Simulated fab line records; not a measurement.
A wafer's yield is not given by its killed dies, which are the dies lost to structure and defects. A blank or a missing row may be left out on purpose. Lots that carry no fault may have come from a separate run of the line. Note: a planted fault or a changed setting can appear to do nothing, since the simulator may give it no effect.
Matching of chambers | flow n5-finfet | 3 sister chambers for N5_BEOL_M3_ILD_DEP_00 on pecvd-02
The step deposits SiOC from DEMS/O2, target thk 79 nm, time 15.3 s. 6 wafers are shown with their chamber, then 6 later ones without.

WAFERS PAIRED WITH THEIR CHAMBERS
wafer  | chamber | heater-power-w (W) | throttle-valve-pct (%)
L252.1 | 1       | 569                | 11.7
L255.5 | 0       | 415                | 12.6
L268.3 | 0       | 381                | 13.0
L268.6 | 1       | 546                | 12.2
L265.2 | 2       | 456                | 11.5
L265.4 | 2       | 454                | 11.3

WAFERS WITH NO CHAMBER GIVEN
wafer  | heater-power-w (W) | throttle-valve-pct (%)
L269.2 | 416                | 11.4
L269.3 | 407                | 12.7
L269.4 | 404                | 11.3
L266.4 | 414                | 11.6
L266.5 | 391                | 12.7
L266.6 | 499                | 12.2

CHAMBER TAKEN BY EACH
wafer  | from the rows above     | in truth
L269.2 | 2                       | 2
L269.3 | 0                       | 0
L269.4 | 2                       | 2
L266.4 | can't be placed: 2 or 0 | 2
L266.5 | 0                       | 0
L266.6 | can't be placed: 1 or 2 | 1
Placed correctly: 4 of 6. Unplaceable from these rows: 2, with the true chamber sitting among the candidates in 2. Wrongly placed: 0.
How it was worked out, from the rows above alone: a wafer's distance from a chamber is the root of the sum, over the readings, of the square of ((its reading less the chamber's mean) divided by the reading's scatter). If the next closest chamber is less than 2 further off than the closest, the wafer can't be placed; otherwise it belongs to the closest. Each chamber's mean is taken over the wafers shown for it. How the scatter is found: for the shown wafers, subtract from each reading the mean of its chamber, square and add these, divide the total by (wafers less chambers), then take the root.
